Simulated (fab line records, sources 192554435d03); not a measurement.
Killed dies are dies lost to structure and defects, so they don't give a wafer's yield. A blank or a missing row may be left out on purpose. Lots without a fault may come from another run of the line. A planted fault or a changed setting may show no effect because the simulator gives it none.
Chamber matching | flow n5_finfet | N5_BEOL_M11_DESCUM_33 on rie_diel-05: 4 sister chambers
The step chemistry O2, time 7.9 s. 16 wafers are shown with their chamber, then 8 later ones without.

WAFERS WITH THEIR CHAMBER
wafer  | chamber | drypump_motor_current_A (A) | showerhead_plenum_p_Torr (Torr) | oes_product_au (a.u.)
L422.2 | 1       | 5.6                         | 2.02                            | 0.75
L422.3 | 2       | 6.5                         | 2.06                            | 0.88
L422.6 | 1       | 5.6                         | 2.02                            | 0.75
L423.2 | 2       | 6.5                         | 2.06                            | 0.88
L423.5 | 2       | 6.5                         | 2.06                            | 0.88
L423.6 | 3       | 6.4                         | 2.02                            | 0.77
L426.1 | 2       | 6.4                         | 2.05                            | 0.88
L426.3 | 1       | 5.6                         | 2.02                            | 0.77
L426.5 | 0       | 5.5                         | 2.15                            | 0.70
L427.1 | 0       | 5.4                         | 2.14                            | 0.70
L427.2 | 1       | 5.6                         | 2.01                            | 0.76
L427.4 | 2       | 6.5                         | 2.05                            | 0.88
L429.1 | 0       | 5.4                         | 2.14                            | 0.69
L429.3 | 2       | 6.5                         | 2.05                            | 0.87
L429.5 | 3       | 6.4                         | 2.01                            | 0.78
L431.1 | 3       | 6.3                         | 2.01                            | 0.76

SIGNATURES (means of the wafers above)
reading                  | chamber 0 | chamber 1 | chamber 2 | chamber 3 | scatter within a chamber
drypump_motor_current_A  | 5.433     | 5.600     | 6.483     | 6.367     | 0.0425
showerhead_plenum_p_Torr | 2.1433    | 2.0175    | 2.0550    | 2.0133    | 0.00546
oes_product_au           | 0.6967    | 0.7575    | 0.8783    | 0.7700    | 0.00722
Rule: a wafer's distance from a chamber is the root of the sum, over the readings, of the square of ((its reading less the chamber's mean) divided by the reading's scatter). The wafer belongs to the nearest chamber; if the next one is less than 2 further off, it can't be placed. The scatter: the root of (the sum of the squares of (reading less its chamber's mean) over the shown wafers, divided by (wafers less chambers)).

WAFERS WITHOUT THEIR CHAMBER
wafer  | drypump_motor_current_A (A) | showerhead_plenum_p_Torr (Torr) | oes_product_au (a.u.)
L431.5 | 6.5                         | 2.05                            | 0.86
L431.6 | 6.3                         | 2.01                            | 0.77
L433.1 | 5.4                         | 2.14                            | 0.69
L433.4 | 6.3                         | 2.01                            | 0.76
L433.5 | 5.6                         | 2.01                            | 0.74
L445.1 | 6.5                         | 2.04                            | 0.82
L445.2 | 5.4                         | 2.13                            | 0.94
L445.6 | 5.6                         | 2.00                            | 0.72

WHICH CHAMBER EACH WENT THROUGH
wafer  | from the rows above     | in truth
L431.5 | 2                       | 2
L431.6 | 3                       | 3
L433.1 | 0                       | 0
L433.4 | 3                       | 3
L433.5 | 1                       | 1
L445.1 | can't be placed: 2 or 3 | 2
L445.2 | 2                       | 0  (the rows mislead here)
L445.6 | 1                       | 1
Placed correctly: 6 of 8. Can't be placed from these rows: 1 (the true chamber is among the candidates in 1). Placed wrongly: 1.
